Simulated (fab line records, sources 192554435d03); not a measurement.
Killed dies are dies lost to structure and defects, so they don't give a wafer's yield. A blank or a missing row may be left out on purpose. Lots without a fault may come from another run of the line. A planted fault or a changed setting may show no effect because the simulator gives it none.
fab line records | flow n5_finfet
record lots=7 wafers=21
route steps=1938 shown WELL_APT@21 FIN_SAQP@125 FIN_CUT@160 DUMMY_GATE@237
start_h: hours from the record's first day to the start of the lot's first wafer shown | wait_h: hours since the lot's step before | " the same as in the row above | L1.1+2: a row that stands for several wafers | - no value, or no start given | * or withheld: withheld | < > ~ a bound
route shown NAME@n: a module of which the file shows steps, and the number in the route of the first | usual: mean/standard deviation of fault-free wafers | same: alike in all rows | chamber/n: place in a boat | sites: the reading at each site | _std_site: their standard deviation | _edge_site: outer sites' mean less inner sites' | radius_mm: how far each site lies from the wafer's centre | mask NAME#n: copy n | behind: the tool/chamber that last shaped the wafer | hold: why the lot was held/for how many hours/how that ended | device: the transistor (n, p or np) that didn't switch | end of line: the same wafers' tests at the end of the route | a step without rows: its recipe alone | killed: dies lost to structure and defects at the first sort, not the wafer's yield | map: a wafer's dies, x killed, . not, _ none there
set.NAME: the setting as run; set.NAME@STEP: as run at that earlier step | model.NAME: the simulator's own value behind a step, which no gauge read
lots whose settings were changed on purpose; a table a step, a row a wafer
## steps
# step N5_WELL_APT_COAT_02
# recipe spin_rpm=1357 resist_thk_nm=950
# columns lot.wafer tool chamber start_h wait_h set.spin_rpm model.coat_of_WELL_APT_COAT_02.thk_nm
L074.1 litho_track-02 0 - - 1238 1001
L074.3 " 0 " " 1238 999.9
L074.5 " 0 " " 1357 954.1
L077.3+6 litho_track-02 0 - - 1357 951.7
L077.4 " 0 " " 1276 979.9
L081.4 litho_track-01 0 - - 1357 950.9
L081.5 " 0 " " 1441 921.8
L081.6 " 0 " " 1357 949.6
L083.2 litho_track-03 0 - - 1228 994.7
L083.3 " 0 " " 1357 950.9
L083.6 " 0 " " 1228 999
L087.1 litho_track-02 0 - - 1357 948.2
L087.3 " 0 " " 1357 945.6
L087.4 " 0 " " 1269 979.3
L093.2 litho_track-03 0 - - 1357 952.3
L093.4 " 0 " " 1357 950
L093.6 " 0 " " 1357 955.4
L096.3 litho_track-02 0 - - 1489 905.8
L096.4 " 0 " " 1357 944.8
L096.6 " 0 " " 1489 907.3
# step N5_WELL_APT_EXPOSE_05
# recipe mask_id=NWELL na=0.8 source_shape=conventional sigma_outer=0.8 polarization=unpolarized defocus_nm=0 target_cd_nm=200 dose_mj=20.3
# columns lot.wafer tool chamber start_h wait_h mask set.dose_mj
L074.1 krf_scanner-02 0 13.53 - NWELL#0 20.3
L074.3+5 " 0 " " NWELL#0 21.74
L077.3+4 krf_scanner-02 0 31.71 - NWELL#0 19.91
L077.6 " 0 " " NWELL#0 20.3
L081.4+5 krf_scanner-02 0 55.60 - NWELL#0 20.3
L081.6 " 0 " " NWELL#0 21.35
L083.2+3 krf_scanner-02 0 67.39 - NWELL#0 21.65
L083.6 " 0 " " NWELL#0 20.3
L087.1+3+4 krf_scanner-02 0 91.39 - NWELL#0 20.3
L093.2+4+6 krf_scanner-02 0 127.48 - NWELL#0 20.3
L096.3+4 krf_scanner-02 0 145.40 - NWELL#0 19.11
L096.6 " 0 " " NWELL#0 20.3
# step N5_WELL_APT_PEB_06
# recipe peb_temp_c=130 peb_time_s=90
# step N5_WELL_APT_DEVELOP_07
# recipe develop_time_s=45 rinse_liquid=surfactant_rinse dry=air_spin dev_temp_c=21
# step N5_WELL_APT_HARDBAKE_12
# recipe temp_c=130 time_s=120
# step N5_WELL_APT_CD_MEAS_08
# recipe target_cd_nm=200 landing_energy_ev=500 detector=se_inlens
# usual cd_nm=199.9/2
# columns lot.wafer tool chamber start_h wait_h set.dose_mj@WELL_APT_EXPOSE_05 cd_nm
L074.1 cd_sem-02 0 13.70 - 20.3 198.2
L074.3 " 0 " " 21.74 210.4
L074.5 " 0 " " 21.74 214.0
L077.3 cd_sem-02 0 31.87 - 19.91 199.1
L077.4 " 0 " " 19.91 196.9
L077.6 " 0 " " 20.3 202.6
L081.4 cd_sem-03 0 55.75 - 20.3 198.6
L081.5 " 0 " " 20.3 199.9
L081.6 " 0 " " 21.35 205.2
L083.2 cd_sem-01 0 67.56 - 21.65 207.8
L083.3 " 0 " " 21.65 208.3
L083.6 " 0 " " 20.3 198.5
L087.1 cd_sem-01 0 91.56 - 20.3 197.6
L087.3 " 0 " " 20.3 198.7
L087.4 " 0 " " 20.3 198.8
L093.2 cd_sem-03 0 127.65 - 20.3 203.9
L093.4 " 0 " " 20.3 202.7
L093.6 " 0 " " 20.3 202.0
L096.3 cd_sem-03 0 145.56 - 19.11 196.8
L096.4 " 0 " " 19.11 190.5
L096.6 " 0 " " 20.3 204.4
# step N5_WELL_APT_DESCUM_13
# recipe chemistry=O2 time_s=7.9 source_power_w=50 bias_power_w=20 pressure_mtorr=20 rf_frequency_hz=2.712e+07 temp_c=40 o2_flow_sccm=225
# columns lot.wafer tool chamber start_h wait_h set.dose_mj@WELL_APT_EXPOSE_05 model.WELL_APT.cd_nm
L074.1 rie_diel-01 3 13.79 0.0 20.3 198.4
L074.3 " 0 " " 21.74 210.5
L074.5 " 2 " " 21.74 214.2
L077.3 rie_diel-01 3 31.96 0.0 19.91 199.1
L077.4 " 0 " " 19.91 196.8
L077.6 " 3 " " 20.3 202.8
L081.4 rie_diel-01 3 55.84 0.0 20.3 199.1
L081.5 " 1 " " 20.3 199.7
L081.6 " 2 " " 21.35 205.6
L083.2 rie_diel-01 0 68.40 0.8 21.65 207.6
L083.3 " 2 " " 21.65 208.6
L083.6 " 0 " " 20.3 198
L087.1 rie_diel-01 2 92.19 0.6 20.3 198
L087.3 " 0 " " 20.3 198.5
L087.4 " 3 " " 20.3 199
L093.2 rie_diel-05 3 127.73 0.0 20.3 203.7
L093.4 " 1 " " 20.3 202.6
L093.6 " 2 " " 20.3 202.1
L096.3 rie_diel-05 2 145.65 0.0 19.11 196.8
L096.4 " 1 " " 19.11 190.5
L096.6 " 3 " " 20.3 204.4
# step N5_WELL_APT_EXPOSE_22
# recipe mask_id=PWELL na=0.8 source_shape=conventional sigma_outer=0.8 polarization=unpolarized defocus_nm=0 target_cd_nm=200 dose_mj=23.2
# columns lot.wafer tool chamber start_h wait_h mask set.dose_mj
L074.1 krf_scanner-01 0 14.65 - PWELL#0 23.2
L074.3+5 " 0 " " PWELL#0 21.93
L077.3+4+6 krf_scanner-02 0 33.40 - PWELL#0 23.2
L081.4+5+6 krf_scanner-02 0 56.74 - PWELL#0 23.2
L083.2+6 krf_scanner-02 0 69.26 - PWELL#0 23.2
L083.3 " 0 " " PWELL#0 22.26
L087.1+4 krf_scanner-02 0 93.07 - PWELL#0 23.2
L087.3 " 0 " " PWELL#0 24.04
L093.2+4+6 krf_scanner-02 0 128.90 - PWELL#0 23.2
L096.3+6 krf_scanner-02 0 146.52 - PWELL#0 21.9
L096.4 " 0 " " PWELL#0 23.2
# step N5_WELL_APT_PEB_23
# recipe peb_temp_c=130 peb_time_s=90
# step N5_WELL_APT_DEVELOP_24
# recipe develop_time_s=45 rinse_liquid=surfactant_rinse dry=air_spin dev_temp_c=21
# step N5_WELL_APT_HARDBAKE_29
# recipe temp_c=130 time_s=120
# step N5_WELL_APT_CD_MEAS_25
# recipe target_cd_nm=200 landing_energy_ev=500 detector=se_inlens
# usual cd_nm=198.8/1.9
# columns lot.wafer tool chamber start_h wait_h set.dose_mj@WELL_APT_EXPOSE_22 cd_nm
L074.1 cd_sem-03 0 14.82 - 23.2 195.4
L074.3 " 0 " " 21.93 188.8
L074.5 " 0 " " 21.93 187.0
L077.3 cd_sem-01 0 33.57 - 23.2 198.8
L077.4 " 0 " " 23.2 199.9
L077.6 " 0 " " 23.2 197.6
L081.4 cd_sem-01 0 56.90 - 23.2 199.2
L081.5 " 0 " " 23.2 196.4
L081.6 " 0 " " 23.2 197.8
L083.2 cd_sem-03 0 69.43 - 23.2 197.5
L083.3 " 0 " " 22.26 193.0
L083.6 " 0 " " 23.2 200.0
L087.1 cd_sem-01 0 93.24 - 23.2 199.1
L087.3 " 0 " " 24.04 205.7
L087.4 " 0 " " 23.2 198.0
L093.2 cd_sem-03 0 129.07 - 23.2 202.6
L093.4 " 0 " " 23.2 202.0
L093.6 " 0 " " 23.2 199.8
L096.3 cd_sem-01 0 146.68 - 21.9 186.1
L096.4 " 0 " " 23.2 199.1
L096.6 " 0 " " 21.9 188.2
# step N5_WELL_APT_DESCUM_30
# recipe chemistry=O2 time_s=7.9 source_power_w=50 bias_power_w=20 pressure_mtorr=20 rf_frequency_hz=2.712e+07 temp_c=40 o2_flow_sccm=225
# columns lot.wafer tool chamber start_h wait_h set.time_s set.dose_mj@WELL_APT_EXPOSE_22 model.WELL_APT.cd_nm
L074.1 rie_diel-05 1 14.91 0.0 7.9 23.2 195.6
L074.3 " 3 " " 7.9 21.93 188.8
L074.5 " 3 " " 7.9 21.93 186.8
L077.3 rie_diel-01 3 33.74 0.1 7.9 23.2 198.8
L077.4 " 2 " " 6.645 23.2 199.8
L077.6 " 0 " " 6.645 23.2 197.1
L081.4 rie_diel-05 1 56.98 0.0 6.166 23.2 199.1
L081.5 " 0 " " 7.9 23.2 196.1
L081.6 " 1 " " 7.9 23.2 197.6
L083.2 rie_diel-01 2 69.52 0.0 6.129 23.2 196.8
L083.3 " 3 " " 7.9 22.26 193.2
L083.6 " 2 " " 7.9 23.2 200
L087.1 rie_diel-01 2 93.33 0.0 9.085 23.2 199.5
L087.3 " 3 " " 7.9 24.04 205.4
L087.4 " 1 " " 9.085 23.2 198
L093.2 rie_diel-05 0 129.16 0.0 7.9 23.2 202.9
L093.4 " 1 " " 7.9 23.2 202.3
L093.6 " 3 " " 7.9 23.2 199.8
L096.3 rie_diel-03 2 146.77 0.0 7.169 21.9 186.1
L096.4 " 2 " " 7.169 23.2 199.4
L096.6 " 3 " " 7.169 21.9 188.1
# step N5_FIN_SAQP_SPACER1_ALD_24
# recipe material=SiO2 target_thk_a=203 temp_c=300 ald_precursor_family=BDEAS ald_co_reactant=O2-plasma pulse_time_s=1 purge_time_s=2 co_reactant_purge_time_s=2 ald_cycles=218 pressure_torr=2
# columns lot.wafer tool chamber start_h wait_h set.ald_cycles model.SiO2_of_FIN_SAQP_SPACER1_ALD_24.thk_nm
L074.1 ald_sin-01 2 23.71 0.9 218 20.2
L074.3+5 " 1 " " 241 22.4
L077.3+4 ald_sin-03 0,1 43.50 0.9 218 20.2
L077.6 " 2 " " 218 20.4
L081.4 ald_sin-03 3 64.85 0.1 237 22
L081.5 " 0 " " 218 20.4
L081.6 " 1 " " 218 20.2
L083.2+3+6 ald_sin-03 2,3,0 77.32 0.3 218 20.2
L087.1 ald_sin-01 3 103.90 0.3 193 17.8
L087.3 " 2 " " 218 20.2
L087.4 " 1 " " 218 20.4
L093.2+4+6 ald_sin-01 3,2,0 137.26 0.3 218 20.4
L096.3+4 ald_sin-01 3,0 154.93 0.1 244 22.6
L096.6 " 2 " " 218 20.2
# step N5_FIN_SAQP_SPACER1_ETCHBACK_25
# recipe chemistry=CHF3/O2 mode=anisotropic_etchback target=SiO2 target_depth_a=244 time_s=12.2 pressure_mtorr=30 source_w=650 bias_w=170 Ar_flow_sccm=200 CHF3_flow_sccm=50 O2_flow_sccm=5 ion_energy_ev=200
# step N5_FIN_SAQP_MANDREL1_REMOVE_56
# recipe chemistry=HBr/Cl2/O2 bt_time_s=10 target=a-Si stop_on=SiNx endpoint=OES-SiCl over_etch_frac=1 icp_w=600 bias_w=22 HBr_flow_sccm=150 Cl2_flow_sccm=80 O2_flow_sccm=5 pressure_mtorr=10
# columns lot.wafer tool chamber start_h wait_h set.ald_cycles@FIN_SAQP_SPACER1_ALD_24 model.FIN_SAQP.cd_nm
L074.1 rie_si-06 0 24.51 0.1 218 20.2
L074.3+5 " 2 " " 241 22.4
L077.3+4 rie_si-01 3,2 44.31 0.1 218 20.2
L077.6 " 3 " " 218 20.4
L081.4 rie_si-01 0 65.74 0.1 237 22
L081.5 " 2 " " 218 20.4
L081.6 " 1 " " 218 20.2
L083.2+6 rie_si-04 1,2 78.12 0.1 218 20.2
L083.3 " 2 " " 218 20
L087.1 rie_si-04 0 104.75 0.1 193 17.8
L087.3+4 " 3,1 " " 218 20.2
L093.2+4+6 rie_si-04 1,3,3 138.06 0.1 218 20.4
L096.3 rie_si-06 3 155.73 0.1 244 22.8
L096.4 " 0 " " 244 22.6
L096.6 " 1 " " 218 20.2
# step N5_FIN_SAQP_CD_MEAS_27
# recipe target_cd_nm=20 landing_energy_ev=1000 detector=se_inlens polarity=line
# usual cd_nm=20.28/0.26
# columns lot.wafer tool chamber start_h wait_h set.ald_cycles@FIN_SAQP_SPACER1_ALD_24 cd_nm
L074.1 cd_sem-01 0 24.62 0.1 218 20.60
L074.3 " 0 " " 241 22.37
L074.5 " 0 " " 241 22.82
L077.3 cd_sem-03 0 44.43 0.1 218 20.10
L077.4 " 0 " " 218 20.40
L077.6 " 0 " " 218 20.75
L081.4 cd_sem-01 0 65.81 0.0 237 22.06
L081.5 " 0 " " 218 20.27
L081.6 " 0 " " 218 20.37
L083.2 cd_sem-03 0 78.24 0.1 218 20.32
L083.3 " 0 " " 218 20.00
L083.6 " 0 " " 218 20.26
L087.1 cd_sem-03 0 104.86 0.1 193 17.75
L087.3 " 0 " " 218 20.31
L087.4 " 0 " " 218 20.22
L093.2 cd_sem-02 0 138.18 0.1 218 20.09
L093.4 " 0 " " 218 20.87
L093.6 " 0 " " 218 20.62
L096.3 cd_sem-02 0 155.85 0.1 244 22.71
L096.4 " 0 " " 244 23.12
L096.6 " 0 " " 218 20.07
# step N5_FIN_CUT_EXPOSE_05
# recipe mask_id=FIN_CUT na=0.33 source_shape=annular sigma_inner=0.35 sigma_outer=0.8 polarization=unpolarized dose_mj=45.75
# columns lot.wafer tool chamber start_h wait_h mask set.dose_mj
L074.1+5 euv_scanner-02 0 26.92 - FIN_CUT#0 45.75
L074.3 " 0 " " FIN_CUT#0 47.1
L077.3+4 euv_scanner-01 0 46.87 - FIN_CUT#0 43.17
L077.6 " 0 " " FIN_CUT#0 45.75
L081.4+5 euv_scanner-02 0 68.31 - FIN_CUT#0 43.18
L081.6 " 0 " " FIN_CUT#0 45.75
L083.2+3+6 euv_scanner-01 0 81.01 - FIN_CUT#0 45.75
L087.1+3 euv_scanner-01 0 107.56 - FIN_CUT#0 45.75
L087.4 " 0 " " FIN_CUT#0 48.36
L093.2+4+6 euv_scanner-01 0 140.81 - FIN_CUT#0 45.75
L096.3 euv_scanner-02 0 158.33 - FIN_CUT#0 43.28
L096.4+6 " 0 " " FIN_CUT#0 45.75
# step N5_FIN_CUT_PEB_06
# recipe peb_temp_c=100 peb_time_s=60 resist=CAR-EUV
# step N5_FIN_CUT_DEVELOP_07
# recipe develop_time_s=30 developer=TMAH resist=CAR-EUV rinse_liquid=surfactant_rinse dry=air_spin dev_temp_c=23
# step N5_FIN_CUT_CD_MEAS_08
# recipe target_cd_nm=29.1 landing_energy_ev=500 detector=se_inlens polarity=opening
# usual cd_nm=29.13/0.25
# columns lot.wafer tool chamber start_h wait_h set.dose_mj@FIN_CUT_EXPOSE_05 cd_nm
L074.1 cd_sem-01 0 27.05 - 45.75 28.86
L074.3 " 0 " " 47.1 29.50
L074.5 " 0 " " 45.75 28.92
L077.3 cd_sem-03 0 47.00 - 43.17 28.00
L077.4 " 0 " " 43.17 27.81
L077.6 " 0 " " 45.75 29.24
L081.4 cd_sem-01 0 68.43 - 43.18 27.89
L081.5 " 0 " " 43.18 27.82
L081.6 " 0 " " 45.75 29.11
L083.2 cd_sem-03 0 81.14 - 45.75 29.14
L083.3 " 0 " " 45.75 28.92
L083.6 " 0 " " 45.75 28.91
L087.1 cd_sem-03 0 107.69 - 45.75 29.22
L087.3 " 0 " " 45.75 29.37
L087.4 " 0 " " 48.36 30.15
L093.2 cd_sem-02 0 140.94 - 45.75 29.54
L093.4 " 0 " " 45.75 29.40
L093.6 " 0 " " 45.75 29.51
L096.3 cd_sem-03 0 158.45 - 43.28 28.73
L096.4 " 0 " " 45.75 29.51
L096.6 " 0 " " 45.75 29.76
# step N5_FIN_CUT_DESCUM_13
# recipe chemistry=O2 time_s=7 source_power_w=50 bias_power_w=20 pressure_mtorr=20 rf_frequency_hz=2.712e+07 temp_c=40 resist=CAR-EUV o2_flow_sccm=225
# step N5_FIN_CUT_ETCH_30
# recipe chemistry=N2/H2 target=underlayer target_depth_a=130 mask_material=CAR-EUV time_s=10.4 ion_energy_ev=200 pressure_mtorr=30 source_w=840 bias_w=150 n2_flow_sccm=200 h2_flow_sccm=200 ends=cleared
# columns lot.wafer tool chamber start_h wait_h set.dose_mj@FIN_CUT_EXPOSE_05 model.FIN_CUT.cd_offset_nm
L074.1+5 rie_diel-04 2 27.45 0.0 45.75 -0.2
L074.3 " 0 " " 47.1 0.2
L077.3 rie_diel-06 3 47.15 0.0 43.17 -0.6
L077.4 " 1 " " 43.17 -0.8
L077.6 " 0 " " 45.75 0.2
L081.4 rie_diel-04 1 68.59 0.0 43.18 -1
L081.5 " 3 " " 43.18 -1.2
L081.6 " 0 " " 45.75 -0.2
L083.2+3+6 rie_diel-02 1,0,1 81.65 0.0 45.75 -0.2
L087.1 rie_diel-04 0 107.85 0.0 45.75 0
L087.3 " 3 " " 45.75 0.2
L087.4 " 0 " " 48.36 1
L093.2+4+6 rie_diel-02 0,2,2 141.10 0.0 45.75 0.4
L096.3 rie_diel-04 0 158.66 0.0 43.28 -0.8
L096.4 " 3 " " 45.75 0
L096.6 " 1 " " 45.75 0.2
# step N5_FIN_CUT_ETCH_20
# recipe chemistry=CF4 target=SiARC target_depth_a=260 mask_material=CAR-EUV time_s=43.3 ion_energy_ev=80 pressure_mtorr=40 source_w=545 bias_w=36 Ar_flow_sccm=100 cf4_flow_sccm=100 ends=cleared
# columns lot.wafer tool chamber start_h wait_h set.dose_mj@FIN_CUT_EXPOSE_05 model.FIN_CUT.cd_offset_nm
L074.1 rie_diel-04 2 27.47 0.0 45.75 0
L074.3 " 0 " " 47.1 0.2
L074.5 " 2 " " 45.75 -0.2
L077.3 rie_diel-06 3 47.17 0.0 43.17 -0.6
L077.4 " 1 " " 43.17 -0.8
L077.6 " 0 " " 45.75 0.2
L081.4 rie_diel-04 1 68.61 0.0 43.18 -1
L081.5 " 3 " " 43.18 -1.2
L081.6 " 0 " " 45.75 -0.2
L083.2+6 rie_diel-02 1 81.67 0.0 45.75 0
L083.3 " 0 " " 45.75 -0.2
L087.1 rie_diel-04 0 107.87 0.0 45.75 -0.2
L087.3 " 3 " " 45.75 0.4
L087.4 " 0 " " 48.36 1
L093.2+4 rie_diel-02 0,2 141.12 0.0 45.75 0.4
L093.6 " 2 " " 45.75 0.6
L096.3 rie_diel-04 0 158.68 0.0 43.28 -0.8
L096.4 " 3 " " 45.75 0.2
L096.6 " 1 " " 45.75 0.4
# step N5_FIN_CUT_ETCH_21
# recipe chemistry=N2/H2 target=SOC target_depth_a=2190 overetch_a=438 mask_material=SiARC temp_c=40 ion_energy_ev=100 bias_w=61 time_s=523.5 pressure_mtorr=30 source_w=850 n2_flow_sccm=200 h2_flow_sccm=200
# step N5_FIN_CUT_STRIP_23
# recipe chemistry=N2/H2 temp_c=40 n2_flow_sccm=200 h2_flow_sccm=200 rf_frequency_hz=6e+07
# step N5_FIN_CUT_STRIP_24
# recipe chemistry=CF4 resist=SiARC power_w=300 bias_power_w=75 pressure_mtorr=50 cf4_flow_sccm=150 rf_frequency_hz=6e+07
# step N5_FIN_CUT_CUT_ETCH_26
# recipe chemistry=CH3F/O2 target=SiNx target_depth_a=390 mask_material=SOC time_s=55.7 pressure_mtorr=30 source_w=395 bias_w=73 Ar_flow_sccm=150 CH3F_flow_sccm=30 O2_flow_sccm=20 ion_energy_ev=120
# step N5_FIN_CUT_CUT_ETCH_27
# recipe chemistry=CHF3/O2 target=SiO2 target_depth_a=40 mask_material=SOC overetch_a=20 time_s=4.9 pressure_mtorr=30 source_w=650 bias_w=170 Ar_flow_sccm=200 CHF3_flow_sccm=50 O2_flow_sccm=5 ion_energy_ev=200
# columns lot.wafer tool chamber start_h wait_h set.dose_mj@FIN_CUT_EXPOSE_05 model.FIN_CUT.cd_offset_nm
L074.1 rie_diel-04 2 27.90 0.0 45.75 -0.6
L074.3 " 0 " " 47.1 0.2
L074.5 " 2 " " 45.75 -0.4
L077.3 rie_diel-06 3 47.60 0.0 43.17 -0.8
L077.4 " 1 " " 43.17 -0.4
L077.6 " 0 " " 45.75 0.8
L081.4 rie_diel-04 1 69.03 0.0 43.18 -0.8
L081.5 " 3 " " 43.18 -1
L081.6 " 0 " " 45.75 0
L083.2+3 rie_diel-02 1,0 82.10 0.0 45.75 -0.6
L083.6 " 1 " " 45.75 -0.4
L087.1 rie_diel-04 0 108.30 0.0 45.75 0
L087.3 " 3 " " 45.75 0.8
L087.4 " 0 " " 48.36 1
L093.2+4 rie_diel-02 0,2 141.55 0.0 45.75 0.8
L093.6 " 2 " " 45.75 0.6
L096.3 rie_diel-04 0 159.10 0.0 43.28 -1.2
L096.4 " 3 " " 45.75 0.4
L096.6 " 1 " " 45.75 -0.2
# step N5_DUMMY_GATE_ETCH_37
# recipe chemistry=N2/H2 target=SOC target_depth_a=600 overetch_a=300 temp_c=40 ion_energy_ev=200 pressure_mtorr=30 source_w=840 bias_w=150 n2_flow_sccm=200 h2_flow_sccm=200
# usual rf_vpp_V=523.5/2.6
# columns lot.wafer tool chamber start_h wait_h set.source_w rf_vpp_V
L074.1 rie_diel-02 2 50.63 0.0 969.8 501.8
L074.3 " 1 " " 969.8 500.3
L074.5 " 1 " " 840 525.7
L077.3 rie_diel-02 2 70.37 0.0 840 524.9
L077.4 " 1 " " 700.2 556.7
L077.6 " 2 " " 700.2 558.8
L081.4 rie_diel-02 1 87.14 0.0 840 524.0
L081.5 " 0 " " 840 522.9
L081.6 " 3 " " 840 526.3
L083.2 rie_diel-04 1 100.74 0.0 840 523.6
L083.3 " 3 " " 977.2 500.1
L083.6 " 3 " " 840 525.4
L087.1 rie_diel-02 1 131.14 0.0 734.6 547.9
L087.3 " 3 " " 734.6 549.2
L087.4 " 0 " " 840 521.2
L093.2 rie_diel-02 3 159.63 0.0 840 524.6
L093.4 " 2 " " 840 526.8
L093.6 " 1 " " 840 523.4
L096.3 rie_diel-06 0 177.98 0.0 793.2 534.0
L096.4 " 2 " " 793.2 537.2
L096.6 " 2 " " 840 525.4
## key
split step=N5_WELL_APT_COAT_02 setting=spin_rpm stated=1357 by=wafer
response step=N5_WELL_APT_COAT_02 reading=model.coat_of_WELL_APT_COAT_02.thk_nm change=-4.68 per=1% r=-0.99
split step=N5_WELL_APT_EXPOSE_05 setting=dose_mj stated=20.3 by=wafer
response step=N5_WELL_APT_CD_MEAS_08 reading=cd_nm change=+1.67 per=1% r=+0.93
response step=N5_WELL_APT_DESCUM_13 reading=model.WELL_APT.cd_nm change=+1.7 per=1% r=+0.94
split step=N5_WELL_APT_EXPOSE_22 setting=dose_mj stated=23.2 by=wafer
response step=N5_WELL_APT_CD_MEAS_25 reading=cd_nm change=+1.73 per=1% r=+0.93
response step=N5_WELL_APT_DESCUM_30 reading=model.WELL_APT.cd_nm change=+1.73 per=1% r=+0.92
split step=N5_WELL_APT_DESCUM_30 setting=time_s stated=7.9 by=wafer
response none clear
split step=N5_FIN_SAQP_SPACER1_ALD_24 setting=ald_cycles stated=218 by=wafer
response step=N5_FIN_SAQP_SPACER1_ALD_24 reading=model.SiO2_of_FIN_SAQP_SPACER1_ALD_24.thk_nm change=+0.207 per=1% r=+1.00
response step=N5_FIN_SAQP_MANDREL1_REMOVE_56 reading=model.FIN_SAQP.cd_nm change=+0.207 per=1% r=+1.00
response step=N5_FIN_SAQP_CD_MEAS_27 reading=cd_nm change=+0.215 per=1% r=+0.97
split step=N5_FIN_CUT_EXPOSE_05 setting=dose_mj stated=45.75 by=wafer
response step=N5_FIN_CUT_CD_MEAS_08 reading=cd_nm change=+0.195 per=1% r=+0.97
response step=N5_FIN_CUT_ETCH_30 reading=model.FIN_CUT.cd_offset_nm change=+0.159 per=1% r=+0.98
response step=N5_FIN_CUT_ETCH_20 reading=model.FIN_CUT.cd_offset_nm change=+0.165 per=1% r=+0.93
response step=N5_FIN_CUT_CUT_ETCH_27 reading=model.FIN_CUT.cd_offset_nm change=+0.19 per=1% r=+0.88
split step=N5_DUMMY_GATE_ETCH_37 setting=source_w stated=840 by=wafer
response step=N5_DUMMY_GATE_ETCH_37 reading=rf_vpp_V change=-1.78 per=1% r=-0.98
